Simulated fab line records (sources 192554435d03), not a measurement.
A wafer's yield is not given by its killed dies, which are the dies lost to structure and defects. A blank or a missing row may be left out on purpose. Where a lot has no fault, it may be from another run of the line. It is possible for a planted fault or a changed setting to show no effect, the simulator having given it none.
fab line records	flow n5-finfet
record lots=7	wafers=21
route steps=1938 shown SD_EPI_P@321 SD_ACTIVATION@331 HKMG_FIN@406 GATE_CUT@480 MOL_CONTACT_COAG@586 BEOL_M0_SAQP@693 BEOL_M1@754
start-h: hours from the record's opening day to when the first of the lot's shown wafers began	wait-h: hours elapsed since this lot's preceding step	" repeats the value in the row above	L1.1+2: a single row standing in for several wafers	- either no value or no given start	* or withheld: withheld	< > ~ a bound
route shown NAME@n: names a module that has steps shown in the file, with the first one's number in the route	usual: mean/standard deviation taken from wafers without a fault	same: alike in all rows	chamber/n: place in a boat	sites: the reading at each site	_std_site: the standard deviation of these	_edge_site: the outer-site mean with the inner-site mean subtracted	radius-mm: how far each site lies from the wafer's centre	mask NAME#n: copy n	behind: tool/chamber where the wafer was last shaped	hold: the reason the lot was held/the length of the hold in hours/how it ended	device: transistor that didn't switch, given as n, p or np	end of line: at the end of the route, the tests of the same wafers	where a step has no rows: the recipe by itself	killed: at the first sort, the dies lost to defects and structure; wafer yield is something else	map: shows each die of a wafer: x if killed, . if not, _ if none is there
set.NAME: the setting that was run; set.NAME@STEP: the one run at that earlier step	model.NAME: the simulator's own value behind a step, which no gauge read
lots where settings were altered on purpose, with a table for each step and a row for each wafer
## steps
# step N5_SD_EPI_P_EPI_21
# recipe material=SiGe:B	dopant=B	temp-c=550	pressure-torr=20	ambient=H2	time-s=355
lot.wafer	tool	chamber	start-h	wait-h	set.temp-c	model.SiGe-B_of_SD_EPI_P_EPI_21.thk-nm
L075.1	epi-rpcvd-03	0	64.99	0.1	550	60.2
L075.2+6	"	0	"	"	550	60.6
L081.1+3	epi-rpcvd-02	0	97.60	0.1	550	61.6
L081.6	"	0	99.40	1.8	550	62
L082.1	epi-rpcvd-02	0	103.94	0.1	552.9	66.4
L082.3+5	"	0	"	"	550	61.4
L083.2	epi-rpcvd-02	0	109.29	0.5	550	61.2
L083.4	"	0	"	"	547.3	57.8
L083.6	"	0	"	"	547.3	58.2
L084.2+5	epi-rpcvd-02	0	116.29	0.5	550	60
L084.6	"	0	117.73	1.8	550	60.4
L087.3	epi-rpcvd-02	0	134.47	1.1	550	60.8
L087.4	"	0	"	"	550	61.8
L087.5	"	0	"	"	550	61.6
L089.1	epi-rpcvd-02	0	144.61	0.1	550	61
L089.5	"	0	146.05	1.5	548.4	59.2
L089.6	"	0	"	"	550	61.2
# step N5_SD_EPI_P_HM_STRIP_48
# recipe chemistry=H3PO4	temp-c=160	material=SiNx	target=SiNx	target-depth-a=30	overetch-fraction=0.3
lot.wafer	tool	chamber	start-h	wait-h	set.temp-c@SD_EPI_P_EPI_21	model.SiGe-B_of_SD_EPI_P_EPI_21.thk-nm
L075.1	wet-bench-02	2	67.24	0.0	550	59.8
L075.2+6	"	1,3	"	"	550	60.2
L081.1	wet-bench-02	3	99.83	0.0	550	61.4
L081.3	"	2	"	"	550	61.2
L081.6	"	6	"	"	550	61.8
L082.1	wet-bench-05	4	106.17	0.0	552.9	66
L082.3+5	"	3,7	"	"	550	61.2
L083.2	wet-bench-05	7	111.16	0.0	550	60.8
L083.4	"	4	"	"	547.3	57.4
L083.6	"	6	"	"	547.3	58
L084.2+5	wet-bench-02	4,2	118.16	0.0	550	59.8
L084.6	"	3	"	"	550	60
L087.3	wet-bench-04	0	136.46	0.0	550	60.6
L087.4	"	7	"	"	550	61.4
L087.5	"	6	"	"	550	61.2
L089.1+6	wet-bench-02	7,4	146.85	0.0	550	60.8
L089.5	"	5	"	"	548.4	58.8
# step N5_SD_EPI_P_SRD_49
# recipe dry=ipa-marangoni	time-s=30	temp-c=23	rinse-liquid=diw
# step N5_SD_EPI_P_PRECLEAN_24
# recipe chemistry=O3/DIW	time-s=45	temp-c=22	o3-ppm=10
lot.wafer	tool	chamber	start-h	wait-h	set.temp-c@SD_EPI_P_EPI_21	model.SiGe-B_of_SD_EPI_P_EPI_21.thk-nm
L075.1	wet-bench-02	2	67.31	0.0	550	59.8
L075.2+6	"	1,3	"	"	550	60
L081.1+3	wet-bench-02	3,2	99.90	0.0	550	61.2
L081.6	"	6	"	"	550	61.6
L082.1	wet-bench-05	4	106.24	0.0	552.9	65.8
L082.3+5	"	3,7	"	"	550	61
L083.2	wet-bench-05	7	111.23	0.0	550	60.6
L083.4	"	4	"	"	547.3	57.4
L083.6	"	6	"	"	547.3	57.8
L084.2+5	wet-bench-02	4,2	118.23	0.0	550	59.6
L084.6	"	3	"	"	550	60
L087.3	wet-bench-04	0	136.53	0.0	550	60.4
L087.4+5	"	7,6	"	"	550	61.2
L089.1+6	wet-bench-02	7,4	146.92	0.0	550	60.6
L089.5	"	5	"	"	548.4	58.6
# step N5_SD_ACTIVATION_LSA_01
# recipe temp-c=1080	time-s=0.0008	ambient=N2
# usual wafer_temp_C_max=1086.5/1.3
lot.wafer	tool	chamber	start-h	wait-h	set.temp-c	wafer_temp_C_max
L075.1	laser-anneal-02	0	67.62	0.2	1080	1086.2
L075.2	"	0	"	"	1080	1087.0
L075.6	"	0	"	"	1080	1086.3
L081.1	laser-anneal-02	0	100.38	0.2	1080	1084.9
L081.3	"	0	"	"	1080	1085.8
L081.6	"	0	"	"	1080	1085.3
L082.1	laser-anneal-01	0	106.54	0.2	1067	1074.3
L082.3	"	0	"	"	1080	1086.5
L082.5	"	0	"	"	1067	1074.8
L083.2	laser-anneal-02	0	111.56	0.2	1110	1116.9
L083.4	"	0	"	"	1110	1116.7
L083.6	"	0	"	"	1080	1087.2
L084.2	laser-anneal-01	0	118.59	0.2	1080	1087.8
L084.5	"	0	"	"	1080	1084.1
L084.6	"	0	"	"	1080	1084.7
L087.3	laser-anneal-02	0	136.95	0.2	1080	1087.2
L087.4	"	0	"	"	1080	1086.6
L087.5	"	0	"	"	1080	1084.7
L089.1	laser-anneal-02	0	147.21	0.2	1105	1112.8
L089.5	"	0	"	"	1080	1087.1
L089.6	"	0	"	"	1080	1087.3
# step N5_SD_ACTIVATION_RS_MEAS_03
# recipe thk-meas-gauge=four-point-probe
# usual RS_SD_N=21.95/0.3	RS_SD_P=55.8/0.84
lot.wafer	tool	chamber	start-h	wait-h	set.temp-c@SD_EPI_P_EPI_21	set.temp-c@SD_ACTIVATION_LSA_01	RS_SD_N[ohm/sq]	RS_SD_P[ohm/sq]
L075.1	film-metro-01	-	67.82	0.2	550	1080	22.04	56.9
L075.2	"	-	"	"	550	1080	22.00	56.2
L075.6	"	-	"	"	550	1080	21.73	56.8
L081.1	film-metro-02	-	100.59	0.2	550	1080	21.61	55.0
L081.3	"	-	"	"	550	1080	21.90	55.1
L081.6	"	-	"	"	550	1080	22.28	54.6
L082.1	film-metro-02	-	106.75	0.2	552.9	1067	23.06	52.4
L082.3	"	-	"	"	550	1080	21.86	56.7
L082.5	"	-	"	"	550	1067	22.68	57.2
L083.2	film-metro-01	-	111.75	0.2	550	1110	18.96	55.7
L083.4	"	-	"	"	547.3	1110	18.73	59.3
L083.6	"	-	"	"	547.3	1080	21.64	59.0
L084.2	film-metro-02	-	118.78	0.2	550	1080	22.10	56.3
L084.5	"	-	"	"	550	1080	21.70	56.8
L084.6	"	-	"	"	550	1080	21.82	56.7
L087.3	film-metro-02	-	137.14	0.2	550	1080	21.89	56.0
L087.4	"	-	"	"	550	1080	22.09	55.1
L087.5	"	-	"	"	550	1080	22.29	55.3
L089.1	film-metro-02	-	147.42	0.2	550	1105	19.42	53.9
L089.5	"	-	"	"	548.4	1080	22.07	56.5
L089.6	"	-	"	"	550	1080	22.13	54.2
# step N5_HKMG_FIN_ETCH_58
# recipe chemistry=N2/H2	target=SOC	target-depth-a=2158	ion-energy-ev=50	bias-w=13	time-s=741	pressure-mtorr=30	source-w=875	n2-flow-sccm=200	h2-flow-sccm=200
# usual rf-vpp-V=99.4/0.95
lot.wafer	tool	chamber	start-h	wait-h	set.source-w	rf-vpp-V	model.SOC_of_HKMG_FIN_COAT_41.thk-nm	model.HKMG_FIN.feature-depth-nm	model.etch.depth-nm
L075.1	rie-diel-06	0	81.32	0.0	875	98.8	88.8	212.2	212.2
L075.2	"	1	"	"	949.5	96.9	66.2	234.2	234.1
L075.6	"	0	"	"	875	99.9	89.2	211.6	211.6
L081.1	rie-diel-03	0	113.87	0.0	875	98.9	88.6	210.6	210.6
L081.3	"	2	"	"	875	100.3	79	220.4	220.5
L081.6	"	0	"	"	875	98.4	90.8	208	208.1
L082.1	rie-diel-02	0	119.86	0.0	943.3	96.0	64.8	237	236.9
L082.3	"	3	"	"	943.3	96.9	68	233.4	233.4
L082.5	"	1	"	"	943.3	97.9	70.6	230.2	230.1
L083.2	rie-diel-03	0	124.57	0.0	937.8	95.9	77.4	222.6	222.7
L083.4	"	1	"	"	875	100.4	77.2	223	223
L083.6	"	3	"	"	875	99.3	83.2	217.6	217.6
L084.2	rie-diel-06	0	132.39	0.0	915	98.8	77.4	222.8	222.8
L084.5	"	2	"	"	875	99.3	76.4	224	224
L084.6	"	1	"	"	875	98.7	81	219.2	219.1
L087.3	rie-diel-06	2	152.59	0.0	875	98.6	76.6	223.8	223.7
L087.4	"	1	"	"	875	99.0	78.8	221.6	221.6
L087.5	"	1	"	"	751.1	105.9	107.6	192.6	192.6
L089.1	rie-diel-02	0	161.97	0.0	875	99.1	76	224.6	224.6
L089.5	"	3	"	"	748.9	105.1	106.4	193	193
L089.6	"	2	"	"	875	99.9	84.4	217.4	217.4
# step N5_HKMG_FIN_STRIP_93
# recipe chemistry=N2/H2	material=SOC	time-s=20	power-w=500	temp-c=40	pressure-mtorr=50	rf-frequency-hz=6e+07	bias-power-w=8	h2-frac=0.5	n2-flow-sccm=300	h2-flow-sccm=300
lot.wafer	tool	chamber	start-h	wait-h	set.source-w@HKMG_FIN_ETCH_58	model.SOC_of_HKMG_FIN_COAT_41.thk-nm
L075.1+6	rie-diel-06	0,1	81.96	0.4	875	78.8
L075.2	"	1	"	"	949.5	55.8
L081.1	rie-diel-03	0	114.30	0.2	875	78.6
L081.3	"	2	"	"	875	68.4
L081.6	"	0	"	"	875	80.8
L082.1	rie-diel-02	0	120.28	0.2	943.3	54.4
L082.3	"	3	"	"	943.3	57.6
L082.5	"	1	"	"	943.3	60.6
L083.2	rie-diel-03	0	125.00	0.2	937.8	67.4
L083.4	"	1	"	"	875	66.2
L083.6	"	3	"	"	875	73
L084.2	rie-diel-06	0	132.81	0.2	915	67.4
L084.5	"	2	"	"	875	65.8
L084.6	"	1	"	"	875	70.8
L087.3	rie-diel-06	2	153.02	0.2	875	66
L087.4	"	1	"	"	875	68.6
L087.5	"	1	"	"	751.1	97.4
L089.1	rie-diel-02	0	162.39	0.2	875	65.4
L089.5	"	3	"	"	748.9	96
L089.6	"	2	"	"	875	74.2
# step N5_GATE_CUT_COAT_27
# recipe resist=underlayer	temp-c=205	time-s=60	spin-rpm=1500	resist-thk-nm=10
lot.wafer	tool	chamber	start-h	wait-h	set.spin-rpm	model.underlayer_of_GATE_CUT_COAT_27.thk-nm
L075.1+6	litho-track-01	0	-	-	1500	10
L075.2	"	0	"	"	1548	9.8
L081.1+3+6	litho-track-01	0	-	-	1500	10
L082.1	litho-track-05	0	-	-	1600	9.6
L082.3+5	"	0	"	"	1500	10
L083.2+6	litho-track-01	0	-	-	1500	10
L083.4	"	0	"	"	1339	10.6
L084.2+5	litho-track-01	0	-	-	1373	10.4
L084.6	"	0	"	"	1500	10
L087.3+4+5	litho-track-01	0	-	-	1500	10
L089.1+5+6	litho-track-05	0	-	-	1500	10
# step N5_GATE_CUT_EXPOSE_10
# recipe mask-id=GATE_CUT	na=0.33	source-shape=annular	sigma-inner=0.35	sigma-outer=0.8	polarization=unpolarized	target-cd-nm=20	dose-mj=43.25
lot.wafer	tool	chamber	start-h	wait-h	mask	set.dose-mj
L075.1+2+6	euv-scanner-01	0	94.17	-	GATE_CUT#0	40.78
L081.1+3+6	euv-scanner-02	0	125.19	-	GATE_CUT#0	43.25
L082.1+5	euv-scanner-02	0	130.64	-	GATE_CUT#0	44.85
L082.3	"	0	"	"	GATE_CUT#0	43.25
L083.2+4	euv-scanner-01	0	135.70	-	GATE_CUT#0	43.25
L083.6	"	0	"	"	GATE_CUT#0	40.82
L084.2+5+6	euv-scanner-02	0	143.77	-	GATE_CUT#0	43.25
L087.3	euv-scanner-01	0	163.74	-	GATE_CUT#0	43.25
L087.4+5	"	0	"	"	GATE_CUT#0	42.35
L089.1	euv-scanner-01	0	173.15	-	GATE_CUT#0	42.22
L089.5+6	"	0	"	"	GATE_CUT#0	43.25
# step N5_GATE_CUT_PEB_11
# recipe peb-temp-c=100	peb-time-s=60	resist=CAR-EUV
# step N5_GATE_CUT_DEVELOP_12
# recipe develop-time-s=30	developer=TMAH	resist=CAR-EUV	rinse-liquid=surfactant-rinse	dry=air-spin	dev-temp-c=23
# step N5_GATE_CUT_CD_MEAS_13
# recipe target-cd-nm=20	landing-energy-ev=500	detector=se-inlens
# usual cd-nm=20.00/0.28
lot.wafer	tool	chamber	start-h	wait-h	set.dose-mj@GATE_CUT_EXPOSE_10	cd-nm
L075.1	cd-sem-02	0	94.30	-	40.78	18.43
L075.2	"	0	"	"	40.78	18.45
L075.6	"	0	"	"	40.78	19.19
L081.1	cd-sem-01	0	125.32	-	43.25	20.30
L081.3	"	0	"	"	43.25	20.27
L081.6	"	0	"	"	43.25	20.27
L082.1	cd-sem-03	0	130.77	-	44.85	21.05
L082.3	"	0	"	"	43.25	19.70
L082.5	"	0	"	"	44.85	20.60
L083.2	cd-sem-03	0	135.82	-	43.25	19.77
L083.4	"	0	"	"	43.25	19.81
L083.6	"	0	"	"	40.82	18.39
L084.2	cd-sem-01	0	143.90	-	43.25	19.71
L084.5	"	0	"	"	43.25	20.08
L084.6	"	0	"	"	43.25	20.04
L087.3	cd-sem-03	0	163.87	-	43.25	19.70
L087.4	"	0	"	"	42.35	19.38
L087.5	"	0	"	"	42.35	19.03
L089.1	cd-sem-01	0	173.28	-	42.22	19.69
L089.5	"	0	"	"	43.25	20.51
L089.6	"	0	"	"	43.25	20.06
# step N5_GATE_CUT_DESCUM_18
# recipe chemistry=O2	time-s=7	source-power-w=50	bias-power-w=20	pressure-mtorr=20	rf-frequency-hz=2.712e+07	temp-c=40	resist=CAR-EUV	o2-flow-sccm=225
lot.wafer	tool	chamber	start-h	wait-h	set.dose-mj@GATE_CUT_EXPOSE_10	model.GATE_CUT.cd-nm
L075.1+2	rie-diel-04	3,1	94.56	0.2	40.78	18.4
L075.6	"	0	"	"	40.78	18.8
L081.1	rie-diel-04	0	125.50	0.1	43.25	19.8
L081.3	"	1	"	"	43.25	20
L081.6	"	2	"	"	43.25	20.2
L082.1	rie-diel-05	1	130.90	0.0	44.85	21.2
L082.3	"	3	"	"	43.25	20.2
L082.5	"	3	"	"	44.85	20.6
L083.2	rie-diel-01	2	136.15	0.2	43.25	20.4
L083.4	"	2	"	"	43.25	20.2
L083.6	"	0	"	"	40.82	18.4
L084.2	rie-diel-01	0	144.20	0.2	43.25	19.6
L084.5+6	"	0,1	"	"	43.25	20
L087.3	rie-diel-01	3	164.14	0.2	43.25	19.8
L087.4	"	1	"	"	42.35	19.4
L087.5	"	0	"	"	42.35	19.2
L089.1	rie-diel-05	1	173.41	0.0	42.22	19.6
L089.5	"	2	"	"	43.25	20.2
L089.6	"	3	"	"	43.25	20
# step N5_GATE_CUT_ETCH_28
# recipe chemistry=N2/H2	target=underlayer	target-depth-a=130	mask-material=CAR-EUV	time-s=10.4	ion-energy-ev=200	pressure-mtorr=30	source-w=840	bias-w=150	n2-flow-sccm=200	h2-flow-sccm=200	ends=cleared
lot.wafer	tool	chamber	start-h	wait-h	set.spin-rpm@GATE_CUT_COAT_27	set.dose-mj@GATE_CUT_EXPOSE_10	model.GATE_CUT.cd-nm	model.CAR-EUV_of_GATE_CUT_COAT_07.thk-nm	model.etch.depth-nm
L075.1	rie-diel-04	3	94.59	0.0	1500	40.78	18.4	14.8	10
L075.2	"	1	"	"	1548	40.78	18.4	14.8	9.793
L075.6	"	0	"	"	1500	40.78	18.4	14.8	9.995
L081.1	rie-diel-04	0	125.54	0.0	1500	43.25	19.8	14.8	10.01
L081.3	"	1	"	"	1500	43.25	20	14.4	10.03
L081.6	"	2	"	"	1500	43.25	20.2	14.6	10.02
L082.1	rie-diel-05	1	130.93	0.0	1600	44.85	21.2	15	9.672
L082.3	"	3	"	"	1500	43.25	20.2	14.4	9.975
L082.5	"	3	"	"	1500	44.85	20.6	14.4	10.01
L083.2	rie-diel-01	2	136.18	0.0	1500	43.25	20.2	14.8	10
L083.4	"	2	"	"	1339	43.25	20.2	14	10.54
L083.6	"	0	"	"	1500	40.82	18.6	14.8	9.973
L084.2	rie-diel-01	0	144.23	0.0	1373	43.25	19.6	14	10.48
L084.5	"	0	"	"	1373	43.25	19.8	14	10.49
L084.6	"	1	"	"	1500	43.25	20	14.6	10.02
L087.3	rie-diel-01	3	164.17	0.0	1500	43.25	19.8	14.8	9.991
L087.4	"	1	"	"	1500	42.35	19.2	14.6	9.964
L087.5	"	0	"	"	1500	42.35	19.2	14.8	9.975
L089.1	rie-diel-05	1	173.44	0.0	1500	42.22	19.8	14.6	10.02
L089.5	"	2	"	"	1500	43.25	20.2	14.6	9.99
L089.6	"	3	"	"	1500	43.25	20.2	14.4	9.982
# step N5_GATE_CUT_ETCH_36
# recipe chemistry=CF4	target=SiARC	target-depth-a=130	mask-material=CAR-EUV	time-s=21.7	ion-energy-ev=80	pressure-mtorr=40	source-w=545	bias-w=36	Ar_flow_sccm=100	cf4-flow-sccm=100	ends=cleared
lot.wafer	tool	chamber	start-h	wait-h	set.spin-rpm@GATE_CUT_COAT_27	set.dose-mj@GATE_CUT_EXPOSE_10	model.GATE_CUT.cd-nm	model.CAR-EUV_of_GATE_CUT_COAT_07.thk-nm
L075.1+6	rie-diel-04	3,0	94.61	0.0	1500	40.78	18.4	7
L075.2	"	1	"	"	1548	40.78	18.4	7
L081.1	rie-diel-04	0	125.56	0.0	1500	43.25	19.8	7
L081.3	"	1	"	"	1500	43.25	20.2	6.8
L081.6	"	2	"	"	1500	43.25	20	7
L082.1	rie-diel-05	1	130.95	0.0	1600	44.85	21.2	7.4
L082.3	"	3	"	"	1500	43.25	20.2	6.8
L082.5	"	3	"	"	1500	44.85	20.6	6.8
L083.2	rie-diel-01	2	136.20	0.0	1500	43.25	20.2	7
L083.4	"	2	"	"	1339	43.25	20	6.4
L083.6	"	0	"	"	1500	40.82	18.4	7.2
L084.2	rie-diel-01	0	144.25	0.0	1373	43.25	19.6	6.4
L084.5	"	0	"	"	1373	43.25	19.8	6.4
L084.6	"	1	"	"	1500	43.25	20	6.8
L087.3	rie-diel-01	3	164.19	0.0	1500	43.25	20	7
L087.4	"	1	"	"	1500	42.35	19.4	7
L087.5	"	0	"	"	1500	42.35	19.2	7
L089.1	rie-diel-05	1	173.46	0.0	1500	42.22	19.8	6.8
L089.5	"	2	"	"	1500	43.25	20.2	7
L089.6	"	3	"	"	1500	43.25	20	6.8
# step N5_MOL_CONTACT_COAG_VIA_ETCH_46
# recipe chemistry=C4F6/O2	target-depth-a=460	overetch-a=92	mask-material=SOC	target=SiO2	bias-w=455	pressure-mtorr=10	time-s=40	source-w=325	Ar_flow_sccm=300	C4F6_flow_sccm=10	O2_flow_sccm=10	ion-energy-ev=575.3	ends=end-point
# usual rf-vpp-V=1590/33
lot.wafer	tool	chamber	start-h	wait-h	set.bias-w	rf-vpp-V
L075.1	rie-diel-02	1	109.57	0.0	455	1619
L075.2	"	3	"	"	455	1571
L075.6	"	3	"	"	455	1571
L081.1	rie-diel-06	1	140.25	0.0	455	1581
L081.3	"	0	"	"	455	1625
L081.6	"	1	"	"	455	1581
L082.1	rie-diel-06	0	144.07	0.0	455	1624
L082.3	"	1	"	"	455	1580
L082.5	"	1	"	"	394.7	1420
L083.2	rie-diel-03	2	150.14	0.0	455	1550
L083.4	"	1	"	"	455	1546
L083.6	"	2	"	"	455	1549
L084.2	rie-diel-02	1	157.89	0.0	536.7	1824
L084.5	"	0	"	"	455	1575
L084.6	"	1	"	"	455	1616
L087.3	rie-diel-06	0	178.52	0.0	455	1625
L087.4	"	2	"	"	377.7	1381
L087.5	"	0	"	"	455	1625
L089.1	rie-diel-03	3	191.76	0.0	455	1662
L089.5	"	3	"	"	534.9	1869
L089.6	"	2	"	"	455	1550
# step N5_BEOL_M0_SAQP_ETCH_88
# recipe chemistry=N2/H2	target=underlayer	target-depth-a=65	time-s=5.2	ion-energy-ev=200	mask-material=CAR-EUV	pressure-mtorr=30	source-w=840	bias-w=150	n2-flow-sccm=200	h2-flow-sccm=200	ends=cleared
# usual rf-vpp-V=524.5/2.6
lot.wafer	tool	chamber	start-h	wait-h	set.source-w	rf-vpp-V
L075.1	rie-diel-04	3	121.48	0.0	840	525.2
L075.2	"	1	"	"	752.4	541.7
L075.6	"	2	"	"	752.4	541.9
L081.1	rie-diel-01	2	154.18	0.0	840	523.2
L081.3	"	1	"	"	840	525.5
L081.6	"	0	"	"	840	529.2
L082.1	rie-diel-01	3	158.35	0.0	757.3	540.9
L082.3	"	1	"	"	840	526.3
L082.5	"	0	"	"	840	527.3
L083.2	rie-diel-01	0	162.45	0.0	840	527.4
L083.4	"	1	"	"	840	526.4
L083.6	"	1	"	"	794.4	535.7
L084.2	rie-diel-01	2	169.13	0.0	753.5	541.5
L084.5	"	2	"	"	840	524.9
L084.6	"	3	"	"	753.5	545.2
L087.3	rie-diel-04	3	193.34	0.0	840	527.9
L087.4	"	2	"	"	840	520.1
L087.5	"	0	"	"	840	524.1
L089.1	rie-diel-05	2	203.92	0.0	840	522.8
L089.5	"	2	"	"	840	524.0
L089.6	"	3	"	"	840	524.6
# step N5_BEOL_M1_HM_DEP_02
# recipe material=TiN	target-thk-a=200	temp-c=25	chamber-pressure-pa=0.49996
lot.wafer	tool	chamber	start-h	wait-h	set.target-thk-a	model.TiN_of_BEOL_M1_HM_DEP_02.thk-nm
L075.1+2+6	pvd-sputter-01	-	131.46	0.4	200	19.8
L081.1+6	pvd-sputter-02	-	160.67	1.4	200	20.2
L081.3	"	-	"	"	200	20
L082.1	pvd-sputter-02	-	166.73	1.4	200	20.2
L082.3+5	"	-	"	"	181.9	18.4
L083.2	pvd-sputter-01	-	173.20	3.2	200	20.2
L083.4+6	"	-	"	"	200	20
L084.2	pvd-sputter-02	-	181.54	3.6	192.1	19.4
L084.5	"	-	"	"	200	20.2
L084.6	"	-	"	"	192.1	19.6
L087.3	pvd-sputter-02	-	203.43	3.4	200	20.2
L087.4	"	-	"	"	218	22
L087.5	"	-	"	"	218	21.8
L089.1+5	pvd-sputter-02	-	218.71	1.0	200	20
L089.6	"	-	"	"	182.2	18
## key
split step=N5_SD_EPI_P_EPI_21	setting=temp-c	stated=550	by=wafer
response step=N5_SD_EPI_P_EPI_21	reading=model.SiGe-B_of_SD_EPI_P_EPI_21.thk-nm	change=+7.89	per=1%	r=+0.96
response step=N5_SD_EPI_P_HM_STRIP_48	reading=model.SiGe-B_of_SD_EPI_P_EPI_21.thk-nm	change=+7.68	per=1%	r=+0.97
response step=N5_SD_EPI_P_PRECLEAN_24	reading=model.SiGe-B_of_SD_EPI_P_EPI_21.thk-nm	change=+7.6	per=1%	r=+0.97
response step=N5_SD_ACTIVATION_RS_MEAS_03	reading=RS_SD_P	change=-7.91	per=1%	r=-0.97
split step=N5_SD_ACTIVATION_LSA_01	setting=temp-c	stated=1080	by=wafer
response step=N5_SD_ACTIVATION_LSA_01	reading=wafer_temp_C_max	change=*	per=1%	r=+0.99
response step=N5_SD_ACTIVATION_RS_MEAS_03	reading=RS_SD_N	change=-1.04	per=1%	r=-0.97
split step=N5_HKMG_FIN_ETCH_58	setting=source-w	stated=875	by=wafer
response step=N5_HKMG_FIN_ETCH_58	reading=rf-vpp-V	change=-0.417	per=1%	r=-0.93
response step=N5_HKMG_FIN_ETCH_58	reading=model.SOC_of_HKMG_FIN_COAT_41.thk-nm	change=-1.85	per=1%	r=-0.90
response step=N5_HKMG_FIN_ETCH_58	reading=model.HKMG_FIN.feature-depth-nm	change=+1.88	per=1%	r=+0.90
response step=N5_HKMG_FIN_ETCH_58	reading=model.etch.depth-nm	change=+1.88	per=1%	r=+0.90
response step=N5_HKMG_FIN_STRIP_93	reading=model.SOC_of_HKMG_FIN_COAT_41.thk-nm	change=-1.84	per=1%	r=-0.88
split step=N5_GATE_CUT_COAT_27	setting=spin-rpm	stated=1500	by=wafer
response step=N5_GATE_CUT_COAT_27	reading=model.underlayer_of_GATE_CUT_COAT_27.thk-nm	change=-0.0544	per=1%	r=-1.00
response step=N5_GATE_CUT_ETCH_28	reading=model.CAR-EUV_of_GATE_CUT_COAT_07.thk-nm	change=+0.0731	per=1%	r=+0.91
response step=N5_GATE_CUT_ETCH_28	reading=model.etch.depth-nm	change=-0.0525	per=1%	r=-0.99
response step=N5_GATE_CUT_ETCH_36	reading=model.CAR-EUV_of_GATE_CUT_COAT_07.thk-nm	change=+0.0617	per=1%	r=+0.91
split step=N5_GATE_CUT_EXPOSE_10	setting=dose-mj	stated=43.25	by=wafer
response step=N5_GATE_CUT_CD_MEAS_13	reading=cd-nm	change=+0.262	per=1%	r=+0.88
response step=N5_GATE_CUT_DESCUM_18	reading=model.GATE_CUT.cd-nm	change=+0.28	per=1%	r=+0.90
response step=N5_GATE_CUT_ETCH_28	reading=model.GATE_CUT.cd-nm	change=+0.249	per=1%	r=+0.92
response step=N5_GATE_CUT_ETCH_36	reading=model.GATE_CUT.cd-nm	change=+0.259	per=1%	r=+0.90
split step=N5_MOL_CONTACT_COAG_VIA_ETCH_46	setting=bias-w	stated=455	by=wafer
response step=N5_MOL_CONTACT_COAG_VIA_ETCH_46	reading=rf-vpp-V	change=+14	per=1%	r=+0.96
split step=N5_BEOL_M0_SAQP_ETCH_88	setting=source-w	stated=840	by=wafer
response step=N5_BEOL_M0_SAQP_ETCH_88	reading=rf-vpp-V	change=-1.61	per=1%	r=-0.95
split step=N5_BEOL_M1_HM_DEP_02	setting=target-thk-a	stated=200	by=wafer
response step=N5_BEOL_M1_HM_DEP_02	reading=model.TiN_of_BEOL_M1_HM_DEP_02.thk-nm	change=+0.202	per=1%	r=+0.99
